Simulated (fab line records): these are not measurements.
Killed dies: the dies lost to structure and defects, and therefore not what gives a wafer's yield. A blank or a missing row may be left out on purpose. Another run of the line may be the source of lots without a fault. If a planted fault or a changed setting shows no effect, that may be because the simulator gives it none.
fab line records	flow nand_harc
record: lots: 15	wafers: 43	last_day: 33
route steps=1302 shown A_CONTACT@1018
lots that met no fault: from a run of the same line without faults
start_h: the number of hours between the record's first day and the start of the first shown wafer of the lot	wait_h: hours from the lot's prior step to this one	" unchanged from the row above	L1.1+2: several wafers, shown together as one row	- no value, or no start was given	* or withheld: withheld	< > ~ a bound
route shown NAME@n: names a module that has steps shown in the file, with the first one's number in the route	usual: average and standard deviation across the fault-free wafers	same: alike in all rows	chamber/n: place in a boat	sites: the reading at each site	_std_site: the standard deviation of these	_edge_site: outer sites' mean less inner sites'	radius_mm: for every site, how far away it sits from the centre of the wafer	mask NAME#n: copy n	behind: tool/chamber where the wafer was last shaped	hold: why the lot went on hold/how many hours it stayed there/how the hold came to an end	device: the transistor (n, p or np) that didn't switch	end of line: tests of these same wafers at the route's end	a step with no rows: only its recipe	killed: dies lost to structure and defects at the first sort, not the wafer's yield	map: a wafer's dies, x killed, . not, _ none there
set.NAME: setting as actually run; set.NAME@STEP: the setting as run at that earlier step	model.NAME: the simulator's own value behind a step, which no gauge read
the route's steps for a sample of lots (tables are steps, rows are wafers)
services: the hour from which a tool's chamber was out of use, counted from the record's first day as start_h (under 0 if before that day), plus the number of hours and why
== steps ==
step: NHARC_A_CONTACT_ETCH_90
recipe: target_depth_a: 400	over_etch_frac: 0.5	time_s: 85.7	ion_energy_ev: 120	ch3f_flow_sccm: 50	o2_flow_sccm: 30	ar_flow_sccm: 200	rf_w: 500	bias_w: 100	chemistry: CH3F/O2
usual: drypump_motor_current_A: 5.8/0.41	o2_flow_sccm: 29.99/0.1	oes_product_au: 0.96/0.035	rf_vpp_V: 243.8/1.3	showerhead_plenum_p_Torr: 2.41/0.079	throttle_valve_pct: 20.664/0.0089
same: over_etch_frac: 0.5
lot.wafer	tool	chamber	start_h	wait_h	drypump_motor_current_A	o2_flow_sccm	oes_product_au	rf_hours_counter_h	rf_vpp_V	showerhead_plenum_p_Torr	throttle_valve_pct
L469.3	rie_diel-07	1	501.81	0.8	5.7	29.81	1.00	5	245.2	2.46	20.688
L469.1	"	2	"	"	6.7	30.03	1.01	6	244.6	2.49	20.678
L469.4	"	3	"	"	5.4	29.97	1.01	9	245.1	2.49	20.654
L471.1	rie_diel-12	3	512.63	0.9	5.8	30.04	1.01	11	243.5	2.29	20.654
L471.3	"	0	"	"	5.8	30.01	0.98	10	244.8	2.49	20.655
L471.2	"	1	"	"	6.3	29.88	1.00	10	242.5	2.47	20.657
L472.2	rie_diel-12	0	521.15	0.8	5.8	30.03	1.00	11	244.7	2.49	20.652
L472.1	"	1	"	"	6.2	30.11	1.01	11	244.1	2.47	20.660
L472.5	"	2	"	"	5.2	29.91	0.98	-	244.3	2.43	20.667
L474.2	rie_diel-07	0	532.13	0.8	6.3	30.08	0.99	18	243.2	2.38	20.650
L474.3	"	3	"	"	5.4	29.88	1.00	19	244.8	2.49	20.669
L474.5	"	0	"	"	6.2	30.03	0.98	-	243.6	2.38	20.660
L473.2	rie_diel-12	1	543.09	0.9	6.3	30.14	0.92	18	243.9	2.46	20.675
L473.3	"	3	"	"	5.8	29.92	0.94	18	241.6	2.29	20.656
L473.6	"	0	"	"	5.8	30.11	0.92	-	245.6	2.49	20.664
L475.3	rie_diel-12	2	546.55	0.6	5.2	29.99	0.92	14	244.1	2.43	20.662
L475.1	"	3	"	"	5.8	30.04	0.93	19	241.4	2.29	20.662
L475.6	"	2	"	"	5.2	30.08	0.93	-	242.6	2.43	20.682
L476.1	rie_diel-12	2	546.79	0.8	5.2	29.98	0.99	14	243.3	2.43	20.672
L476.3	"	3	"	"	5.8	30.13	1.00	19	241.5	2.29	20.660
L476.5	"	1	"	"	6.3	30.04	1.01	-	244.5	2.47	20.684
L478.2	rie_diel-12	3	597.61	0.9	5.8	30.08	0.92	23	243.1	2.29	20.652
L478.4	"	2	"	"	5.2	29.99	0.91	-	245.3	2.43	20.656
L478.5	"	3	"	"	5.8	30.14	0.92	-	243.1	2.29	20.659
L479.4	rie_diel-07	2	601.50	0.6	6.7	30.05	0.94	38	244.5	2.48	20.658
L479.3	"	0	"	"	6.2	30.36	0.93	44	242.7	2.37	20.657
L479.1	"	1	"	"	5.7	29.88	0.92	36	244.9	2.44	20.661
L477.1	rie_diel-12	2	602.23	0.9	5.2	30.04	0.92	20	244.0	2.43	20.663
L477.4	"	3	"	"	5.8	30.19	0.92	25	242.3	2.29	20.656
L477.5	"	0	"	"	5.8	29.98	0.92	-	245.3	2.49	20.650
L480.4	rie_diel-12	2	606.66	0.7	5.2	30.03	0.93	21	242.9	2.43	20.667
L480.2	"	3	"	"	5.8	29.97	0.93	26	241.7	2.29	20.665
L480.3	"	0	"	"	5.8	30.01	0.93	27	244.3	2.49	20.658
L487.1	rie_diel-04	3	685.81	0.9	6.2	29.98	0.93	45	241.7	2.28	20.672
L487.6	"	3	"	"	6.2	30.13	0.92	-	242.3	2.28	20.665
L491.4	rie_diel-04	2	701.73	0.6	5.3	29.85	0.92	42	241.9	2.32	20.670
L491.2	"	3	"	"	6.2	30.00	0.92	51	241.5	2.28	20.671
L491.5	"	3	"	"	6.2	30.03	0.93	-	243.3	2.28	20.669
L489.2	rie_diel-12	0	702.25	0.8	5.8	29.88	1.00	11	246.3	2.48	20.670
L489.1	"	1	"	"	6.3	29.84	1.00	11	244.6	2.46	20.659
L488.3	rie_diel-07	3	716.73	0.7	5.3	30.05	1.01	20	243.9	2.46	20.664
L488.2	"	1	"	"	5.7	30.02	0.99	19	243.6	2.43	20.658
L488.1	"	2	"	"	6.6	30.11	1.00	19	245.8	2.46	20.668
step: NHARC_A_CONTACT_ETCH_102
recipe: target_depth_a: 1000	overetch_a: 100	time_s: 55	ion_energy_ev: 100	cf4_flow_sccm: 80	o2_flow_sccm: 20	ar_flow_sccm: 0	rf_w: 300	bias_w: 100	chemistry: CF4/O2
usual: drypump_motor_current_A: 5.8/0.42	o2_flow_sccm: 20.00/0.065	oes_o_777_au: 1.000/0.005	oes_product_au: 0.999/0.0075	rf_vpp_V: 197.1/1.1	showerhead_plenum_p_Torr: 1.31/0.039	throttle_valve_pct: 13.396/0.0094
lot.wafer	tool	chamber	start_h	wait_h	drypump_motor_current_A	o2_flow_sccm	oes_o_777_au	oes_product_au	rf_hours_counter_h	rf_vpp_V	showerhead_plenum_p_Torr	throttle_valve_pct
L469.4	rie_diel-12	1	502.31	0.1	6.3	19.92	0.996	0.998	9	198.6	1.34	13.393
L469.1	"	3	"	"	5.8	19.94	1.004	0.993	9	196.2	1.24	13.416
L469.3	"	0	"	"	5.8	19.99	1.004	0.992	9	199.1	1.35	13.403
L471.3	rie_diel-12	2	513.17	0.1	5.2	20.00	0.995	0.989	11	198.4	1.32	13.392
L471.2	"	3	"	"	5.8	19.93	0.996	1.001	11	196.1	1.24	13.404
L471.1	"	0	"	"	5.8	20.02	1.001	0.987	10	197.9	1.35	13.390
L472.1	rie_diel-04	2	522.08	0.1	5.3	19.86	0.998	0.996	50	197.0	1.27	13.394
L472.2	"	1	"	"	5.7	20.00	0.999	1.002	45	197.2	1.32	13.397
L472.5	"	1	"	"	5.7	20.00	1.000	1.003	-	197.6	1.33	13.399
L474.2	rie_diel-07	2	532.65	0.1	6.6	19.89	1.002	1.003	14	199.1	1.35	13.403
L474.3	"	3	"	"	5.3	20.01	0.996	1.011	19	198.8	1.35	13.355
L474.5	"	1	"	"	5.7	20.00	0.990	1.001	-	198.2	1.33	13.396
L473.3	rie_diel-12	2	543.62	0.1	5.2	20.12	0.998	1.002	14	198.3	1.32	13.398
L473.2	"	3	"	"	5.8	20.08	1.000	1.014	18	194.9	1.24	13.399
L473.6	"	3	"	"	5.8	20.02	1.003	0.996	-	196.2	1.24	13.402
L475.1	rie_diel-04	0	547.05	0.1	5.5	20.05	1.010	1.008	1	197.4	1.29	13.404
L475.3	"	2	"	"	5.3	20.00	1.003	0.987	1	196.1	1.27	13.399
L475.6	"	0	"	"	5.5	19.97	0.994	1.007	-	198.0	1.29	13.394
L476.1	rie_diel-07	2	547.29	0.1	6.6	19.94	1.003	1.019	22	197.8	1.35	13.401
L476.3	"	0	"	"	6.3	20.06	1.002	0.996	26	196.5	1.29	13.397
L476.5	"	2	"	"	6.7	20.05	1.009	1.008	-	199.9	1.35	13.401
L478.4	rie_diel-12	3	599.09	0.0	5.8	19.85	1.002	0.991	24	195.7	1.24	13.378
L478.2	"	2	"	"	5.2	19.99	0.995	0.999	19	196.5	1.32	13.393
L478.5	"	3	"	"	5.8	19.91	0.995	0.995	-	195.8	1.24	13.389
L479.4	rie_diel-07	2	602.02	0.1	6.6	20.02	1.000	1.006	38	197.1	1.34	13.408
L479.1	"	3	"	"	5.4	20.09	1.000	1.003	46	197.3	1.34	13.385
L479.3	"	0	"	"	6.3	19.98	0.999	1.013	44	197.1	1.29	13.383
L477.1	rie_diel-04	3	602.87	0.2	6.2	19.96	0.996	0.991	15	196.8	1.25	13.404
L477.4	"	1	"	"	5.7	20.00	0.993	0.996	-	196.6	1.32	13.402
L477.5	"	0	"	"	5.5	20.04	0.996	1.006	-	197.1	1.29	13.394
L480.3	rie_diel-12	1	607.17	0.1	6.3	19.96	0.998	1.003	24	197.8	1.34	13.407
L480.2	"	3	"	"	5.8	19.99	1.000	1.011	26	196.0	1.24	13.413
L480.4	"	0	"	"	5.8	20.00	0.996	1.000	27	197.3	1.35	13.392
L487.1	rie_diel-12	0	686.37	0.1	5.8	19.97	1.004	0.935	9	197.3	1.35	13.398
L487.6	"	2	"	"	5.2	19.95	1.006	0.987	-	196.5	1.32	13.396
L491.2	rie_diel-04	3	702.34	0.1	6.2	20.04	1.002	1.001	51	196.1	1.24	13.404
L491.4	"	1	"	"	5.7	19.99	0.997	1.003	48	196.9	1.31	13.386
L491.5	"	3	"	"	6.2	20.16	0.994	1.006	-	196.7	1.24	13.402
L489.1	rie_diel-12	2	702.76	0.1	5.2	19.89	1.004	0.941	13	195.7	1.32	13.388
L489.2	"	1	"	"	6.2	20.01	1.001	0.999	11	197.0	1.33	13.397
L488.3	rie_diel-12	3	717.43	0.1	5.8	20.02	0.998	1.005	15	195.5	1.24	13.402
L488.1	"	0	"	"	5.8	19.99	1.012	0.928	14	197.7	1.35	13.404
L488.2	"	1	"	"	6.2	20.05	1.005	0.992	15	199.2	1.33	13.383
step: NHARC_A_CONTACT_STRIP_55
recipe: o2_flow_sccm: 500	ar_flow_sccm: 0	bias_w: 0	chemistry: O2
usual: drypump_motor_current_A: 5.8/0.43	o2_flow_sccm: 500.0/1.5	oes_product_au: 1.000/0.0075	rf_vpp_V: 57.6/0.83	showerhead_plenum_p_Torr: 3.46/0.1	throttle_valve_pct: 17.037/0.0089
lot.wafer	tool	chamber	start_h	wait_h	drypump_motor_current_A	o2_flow_sccm	oes_product_au	rf_hours_counter_h	rf_vpp_V	showerhead_plenum_p_Torr	throttle_valve_pct
L469.1	rie_diel-12	1	-	-	6.3	499.3	1.008	9	57.7	3.54	17.017
L469.3	"	2	"	"	5.2	497.7	0.989	10	57.8	3.49	17.028
L469.4	"	3	"	"	5.8	499.4	0.999	10	57.2	3.30	17.050
L471.3	rie_diel-12	1	-	-	6.3	499.2	1.002	10	57.0	3.54	17.041
L471.1	"	2	"	"	5.2	499.4	0.995	11	59.4	3.49	17.035
L471.2	"	0	"	"	5.8	501.7	0.993	10	57.9	3.58	17.032
L472.2	rie_diel-04	3	-	-	6.2	500.0	0.995	48	56.8	3.31	17.033
L472.1	"	1	"	"	5.7	497.6	0.995	46	56.7	3.50	17.046
L472.5	"	2	"	"	5.3	502.1	0.997	-	57.3	3.37	17.049
L474.2	rie_diel-07	0	-	-	6.3	499.7	1.016	19	58.9	3.42	17.029
L474.3	"	1	"	"	5.7	499.6	1.001	14	59.2	3.52	17.040
L474.5	"	3	"	"	5.4	497.0	1.009	-	58.1	3.57	17.052
L473.3	rie_diel-12	0	-	-	5.8	501.5	0.996	18	58.3	3.57	17.026
L473.2	"	1	"	"	6.3	500.8	1.010	18	57.7	3.54	17.037
L473.6	"	0	"	"	5.8	499.6	1.005	-	59.1	3.57	17.029
L475.1	rie_diel-04	3	-	-	6.2	497.8	0.993	0	57.0	3.31	17.043
L475.3	"	0	"	"	5.5	499.7	0.993	1	58.0	3.42	17.027
L475.6	"	0	"	"	5.5	500.8	0.998	-	58.6	3.42	17.022
L476.1	rie_diel-07	2	-	-	6.7	499.4	1.011	22	57.6	3.56	17.032
L476.3	"	3	"	"	5.4	500.6	1.004	27	57.8	3.56	17.029
L476.5	"	1	"	"	5.7	502.8	1.002	-	57.9	3.52	17.047
L478.4	rie_diel-12	0	-	-	5.8	500.2	0.993	25	57.6	3.57	17.030
L478.2	"	3	"	"	5.8	499.8	0.993	24	56.4	3.29	17.038
L478.5	"	1	"	"	6.2	501.0	1.005	-	58.1	3.54	17.028
L479.3	rie_diel-07	2	-	-	6.7	500.9	1.021	38	57.4	3.55	17.045
L479.4	"	3	"	"	5.3	499.5	1.007	46	56.8	3.55	17.035
L479.1	"	0	"	"	6.3	501.2	1.003	44	57.2	3.41	17.023
L477.1	rie_diel-04	0	-	-	5.5	498.9	1.007	16	57.4	3.42	17.037
L477.5	"	0	"	"	5.5	499.4	1.015	-	56.5	3.42	17.036
L477.4	"	1	"	"	5.7	502.6	0.998	-	58.4	3.49	17.041
L480.3	rie_diel-12	3	-	-	5.8	499.4	1.006	26	58.9	3.29	17.038
L480.4	"	0	"	"	5.8	500.2	0.991	28	57.5	3.57	17.041
L480.2	"	1	"	"	6.2	500.7	1.010	24	56.7	3.53	17.032
L487.1	rie_diel-12	1	-	-	6.3	499.7	0.999	9	57.2	3.53	17.034
L487.6	"	0	"	"	5.8	500.7	1.000	-	57.8	3.56	17.035
L491.4	rie_diel-04	0	-	-	5.5	501.0	1.010	57	57.0	3.39	17.026
L491.2	"	1	"	"	5.7	499.7	1.005	48	57.0	3.47	17.036
L491.5	"	2	"	"	5.3	499.2	0.995	-	57.3	3.34	17.037
L489.2	rie_diel-12	1	-	-	6.3	497.9	0.996	11	58.2	3.53	17.033
L489.1	"	3	"	"	5.8	499.9	0.991	13	56.5	3.28	17.043
L488.1	rie_diel-12	2	-	-	5.2	502.0	1.007	16	56.6	3.48	17.029
L488.2	"	3	"	"	5.8	499.3	1.000	15	58.1	3.28	17.035
L488.3	"	0	"	"	5.8	499.3	0.998	14	57.4	3.56	17.040
step: NHARC_A_CONTACT_DEP_58
recipe: target_thk_a: 900	target_thk_nm: 90	temp_c: 400	pressure_torr: 3.5	flow_sccm: 200	rf_w: 350	material: SiON
usual: heater_power_w: 748/72
lot.wafer	tool	chamber	start_h	wait_h	heater_power_w
L469.1	pecvd-03	1	508.07	2.7	712
L469.3	"	2	"	"	732
L469.4	"	1	"	"	717
L471.1	pecvd-03	1	517.08	2.7	758
L471.3	"	2	"	"	815
L471.2	"	0	"	"	756
L472.2	pecvd-02	0	526.16	2.2	606
L472.1	"	2	"	"	736
L472.5	"	0	"	"	619
L474.2	pecvd-01	1	536.56	2.2	795
L474.3	"	2	"	"	834
L474.5	"	1	"	"	782
L473.2	pecvd-01	2	547.57	2.2	771
L473.3	"	1	"	"	802
L473.6	"	0	"	"	855
L475.1	pecvd-01	1	551.57	2.7	794
L475.3	"	0	"	"	810
L475.6	"	0	"	"	813
L476.3	pecvd-02	0	552.62	1.6	686
L476.1	"	1	"	"	633
L476.5	"	0	"	"	679
L478.2	pecvd-01	0	604.23	2.2	887
L478.4	"	2	"	"	850
L478.5	"	0	"	"	870
L479.3	pecvd-02	1	606.62	1.6	669
L479.1	"	2	"	"	752
L479.4	"	1	"	"	646
L477.1	pecvd-03	1	607.32	2.8	763
L477.5	"	0	"	"	694
L477.4	"	2	"	"	890
L480.2	pecvd-01	2	611.06	2.2	810
L480.3	"	1	"	"	718
L480.4	"	2	"	"	828
L487.1	pecvd-03	2	690.74	2.8	806
L487.6	"	0	"	"	768
L491.2	pecvd-01	2	706.33	2.2	888
L491.4	"	2	"	"	856
L491.5	"	0	"	"	779
L489.1	pecvd-02	0	706.71	2.7	677
L489.2	"	1	"	"	627
L488.2	pecvd-02	2	725.01	2.2	828
L488.1	"	0	"	"	745
L488.3	"	1	"	"	592
== services ==
tool	chamber	start_h	hours	kind
rie_diel-12	0	478.94	-	clean
pecvd-02	2	495.86	9.8	repair
pecvd-01	-	503.10	13.0	pm
rie_diel-04	0	520.71	8.1	repair
rie_diel-12	2	531.48	8.4	repair
rie_diel-04	-	534.29	9.0	pm
pecvd-03	-	538.54	1.7	repair
pecvd-03	-	547.63	13.0	pm
rie_diel-04	0	563.20	2.9	repair
rie_diel-04	2	588.21	18.9	repair
pecvd-02	-	589.00	13.0	pm
rie_diel-12	1	594.74	4.0	repair
rie_diel-12	2	608.01	8.6	repair
rie_diel-12	-	622.52	9.0	pm
pecvd-01	-	633.67	3.8	repair
pecvd-01	0	647.44	3.7	repair
rie_diel-07	-	649.81	9.0	pm
rie_diel-07	-	663.00	0.6	repair
rie_diel-04	2	665.57	6.9	repair
pecvd-03	-	681.43	1.3	repair
pecvd-01	-	684.21	13.0	pm
rie_diel-04	1	691.42	4.7	repair
rie_diel-04	3	691.99	6.0	repair
rie_diel-04	-	711.29	9.0	pm
== key ==
first_sign: step: NHARC_A_CONTACT_ETCH_102	reading: oes_product_au	direction: down	sigmas: 8.5	usual: 0.999	struck: 0.935
effect none on later readings
met_at NHARC_A_CONTACT_ETCH_102
struck_lots L487,L488,L489
struck_wafers L487.1,L488.1,L489.1
later_rows_left_out L487.1,L488.1,L489.1
sort_left_out L487.1,L488.1,L489.1
tester_left_out L487,L488,L489
not_acting_at NHARC_A_CONTACT_ETCH_90,NHARC_A_CONTACT_STRIP_55,NHARC_A_CONTACT_DEP_58
onset_between 607.17 686.37
fault: kind: process_parameter_drift	tool: rie_diel-12	chamber: -	onset_h: 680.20	steps: NHARC_A_CONTACT_ETCH_102	channel: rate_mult	offset: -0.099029	shape: step	end_h: 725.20	scope: struck_wafers_only
tester_left_out: of these lots the tester's yield and bins aren't shown, on N5 and GAA mostly nor the transistor test; their killed dies are dies lost to structure and defects alone, not to doping, threshold or leakage, so they don't give the yield
sort_left_out: the simulated sort isn't trusted on such a fault, so these wafers' sort isn't shown, and their yield isn't known
later_rows_left_out: the simulator's readings of these wafers behind a module that went badly wrong aren't trusted and aren't shown, but for the sort
